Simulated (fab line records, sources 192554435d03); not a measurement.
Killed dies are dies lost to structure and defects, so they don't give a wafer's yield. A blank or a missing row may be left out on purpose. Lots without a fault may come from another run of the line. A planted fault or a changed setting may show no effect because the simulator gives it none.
Split-lot experiment | flow n5_finfet | 7 lots, 21 wafers read, on a route of 1938 steps

THE SPLIT
At N5_BEOL_M6_ETCH_66 (etches SOC in N2/H2, target depth 80 nm, overetch 16 nm, time 120 s), the setting bias_w was moved away from the recipe's 150 W on 9 of the 21 wafers read, by -14.0% to +16.5%. The other wafers ran this setting at the recipe's value.

The reading is taken at the split's own step.

THE READING
rf_vpp_V, in V, at N5_BEOL_M6_ETCH_66 (etches SOC in N2/H2, target depth 80 nm, overetch 16 nm, time 120 s). Fault-free wafers of this fab line usually give 524.5 V, standard deviation 1.8 V.

wafer  | tool, chamber at the split | bias_w as run, W | against the recipe | rf_vpp_V, V | against lot-mates on the recipe
L078.1 | rie_diel-06, 1             | 150              | recipe             | 526.0       | -
L078.2 | rie_diel-06, 2             | 150              | recipe             | 524.5       | -
L078.6 | rie_diel-06, 2             | 150              | recipe             | 524.6       | -
L079.1 | rie_diel-03, 1             | 129              | -14.0%             | 475.0       | -49.3
L079.3 | rie_diel-03, 2             | 129              | -14.0%             | 475.9       | -48.4
L079.5 | rie_diel-03, 3             | 150              | recipe             | 524.3       | -
L080.2 | rie_diel-03, 0             | 150              | recipe             | 524.8       | -
L080.3 | rie_diel-03, 2             | 174.7            | +16.5%             | 575.9       | +50.8
L080.4 | rie_diel-03, 1             | 150              | recipe             | 525.4       | -
L082.2 | rie_diel-03, 2             | 133.4            | -11.1%             | 485.2       | -41.1
L082.5 | rie_diel-03, 0             | 150              | recipe             | 526.3       | -
L082.6 | rie_diel-03, 3             | 133.4            | -11.1%             | 487.4       | -38.9
L084.4 | rie_diel-01, 1             | 150              | recipe             | 525.3       | -
L084.5 | rie_diel-01, 3             | 160.8            | +7.2%              | 544.3       | +19.0
L084.6 | rie_diel-01, 0             | 160.8            | +7.2%              | 552.2       | +26.9
L093.1 | rie_diel-01, 0             | 150              | recipe             | 526.9       | -
L093.3 | rie_diel-01, 2             | 173.3            | +15.5%             | 573.9       | +47.0
L093.4 | rie_diel-01, 1             | 173.3            | +15.5%             | 578.0       | +51.1
L097.1 | rie_diel-03, 3             | 150              | recipe             | 522.1       | -
L097.3 | rie_diel-03, 0             | 150              | recipe             | 525.3       | -
L097.6 | rie_diel-03, 1             | 150              | recipe             | 525.0       | -

THE FIT
A straight line over all 21 wafers: rf_vpp_V changes by +3.35 V for each +1% of bias_w; r = +1.00; the points scatter about the line by 2.1 V.
The same after taking each lot's own level away (the mean of its wafers on the recipe; 21 wafers): +3.32 V for each +1%; r = +1.00; scatter 2.2 V.
On that fit, the largest move of bias_w shifts the reading by 55 V.
The lots' own levels span 524.13 to 526.90 V, that is 1.5 times the standard deviation above.
So the lot-to-lot level changes the slope little: the two slopes agree.
Check: with one of the wafers moved furthest among these (+16.5%) left out of the fit, the line predicts +54.3 V for it against its lot-mates. It came out at +50.8 V against them.
Tool readings at the split's step, against how far the setting was moved: rf_vpp_V r = +1.00.

OTHER SPLITS ON THESE WAFERS
These wafers also went through other splits before the reading. Each is held against what the fit with the lots' levels taken away leaves over:
other split on the same wafers | wafers away from the commonest value | r with rf_vpp_V (lot level and that fit taken away)
N5_BEOL_M6_EXPOSE_08 dose_mj   | 3                                    | -0.14

THE WHOLE CHAIN: every reading that the file lists as answering this split, in the file's order
step               | what it does                                                        | reading                                                                          | change (the file's fit)                | r (the file's)
N5_BEOL_M6_ETCH_66 | etches SOC in N2/H2, target depth 80 nm, overetch 16 nm, time 120 s | rf_vpp_V                                                                         | +3.27 V for each +1% of the setting    | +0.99
N5_BEOL_M6_ETCH_66 | etches SOC in N2/H2, target depth 80 nm, overetch 16 nm, time 120 s | SiARC_of_BEOL_M6_COAT_64.thk_nm (the simulator's own value, which no gauge read) | -0.0634 nm for each +1% of the setting | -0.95

THE FILE'S OWN FIT
rf_vpp_V changes by +3.27 V for each +1% of bias_w, r = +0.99.
